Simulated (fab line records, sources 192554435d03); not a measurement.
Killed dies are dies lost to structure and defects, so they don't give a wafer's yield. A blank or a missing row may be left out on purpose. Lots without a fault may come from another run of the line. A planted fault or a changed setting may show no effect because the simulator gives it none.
Split-lot experiment | flow n5_finfet | 7 lots, 21 wafers read, on a route of 1938 steps

THE SPLIT
At N5_BEOL_M9_TRENCH_ETCH_37 (etches SiCOH lowk in C4F6/O2, target depth 151.43 nm, time 49 s), the setting bias_w was moved away from the recipe's 185 W on 9 of the 21 wafers read, by -17.4% to +16.9%. The other wafers ran this setting at the recipe's value.

The reading is taken at the split's own step.

THE READING
rf_vpp_V, in V, at N5_BEOL_M9_TRENCH_ETCH_37 (etches SiCOH lowk in C4F6/O2, target depth 151.43 nm, time 49 s). Fault-free wafers of this fab line usually give 667 V, standard deviation 14 V.

wafer  | tool, chamber at the split | bias_w as run, W | against the recipe | rf_vpp_V, V | against lot-mates on the recipe
L074.3 | rie_diel-02, 1             | 185              | recipe             | 656         | -
L074.5 | rie_diel-02, 1             | 152.8            | -17.4%             | 564         | -92
L074.6 | rie_diel-02, 0             | 152.8            | -17.4%             | 581         | -75
L077.1 | rie_diel-06, 0             | 185              | recipe             | 678         | -
L077.2 | rie_diel-06, 3             | 157.4            | -14.9%             | 570         | -108
L077.3 | rie_diel-06, 2             | 157.4            | -14.9%             | 577         | -101
L078.1 | rie_diel-01, 1             | 185              | recipe             | 681         | -
L078.4 | rie_diel-01, 0             | 185              | recipe             | 671         | -
L078.5 | rie_diel-01, 3             | 214.5            | +15.9%             | 750         | +74
L082.1 | rie_diel-02, 2             | 199.2            | +7.7%              | 730         | +74
L082.2 | rie_diel-02, 1             | 185              | recipe             | 656         | -
L082.6 | rie_diel-02, 1             | 199.2            | +7.7%              | 698         | +42
L084.2 | rie_diel-06, 2             | 185              | recipe             | 656         | -
L084.4 | rie_diel-06, 1             | 185              | recipe             | 662         | -
L084.5 | rie_diel-06, 2             | 185              | recipe             | 656         | -
L093.1 | rie_diel-06, 1             | 216.2            | +16.9%             | 750         | +72
L093.4 | rie_diel-06, 0             | 185              | recipe             | 678         | -
L093.6 | rie_diel-06, 3             | 216.2            | +16.9%             | 744         | +66
L094.2 | rie_diel-01, 1             | 185              | recipe             | 682         | -
L094.4 | rie_diel-01, 3             | 185              | recipe             | 667         | -
L094.5 | rie_diel-01, 1             | 185              | recipe             | 682         | -

THE FIT
A straight line over all 21 wafers: rf_vpp_V changes by +5.43 V for each +1% of bias_w; r = +0.98; the points scatter about the line by 12 V.
The same after taking each lot's own level away (the mean of its wafers on the recipe; 21 wafers): +5.23 V for each +1%; r = +0.97; scatter 14 V.
On that fit, the largest move of bias_w shifts the reading by 91 V.
The lots' own levels span 656.0 to 678.0 V, that is 1.6 times the standard deviation above.
So the lot-to-lot level changes the slope little: the two slopes agree.
Check: with one of the wafers moved furthest among these (-17.4%) left out of the fit, the line predicts -93.8 V for it against its lot-mates. It came out at -92 V against them.
Tool readings at the split's step, against how far the setting was moved: rf_vpp_V r = +0.98.

OTHER SPLITS ON THESE WAFERS
These wafers also went through other splits before the reading. Each is held against what the fit with the lots' levels taken away leaves over:
other split on the same wafers     | wafers away from the commonest value | r with rf_vpp_V (lot level and that fit taken away)
N5_BEOL_M7_DESCUM_33 time_s        | 6                                    | +0.11
N5_BEOL_M7_TRENCH_ETCH_37 source_w | 5                                    | -0.03

THE FILE'S OWN FIT
rf_vpp_V changes by +5.17 V for each +1% of bias_w, r = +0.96.
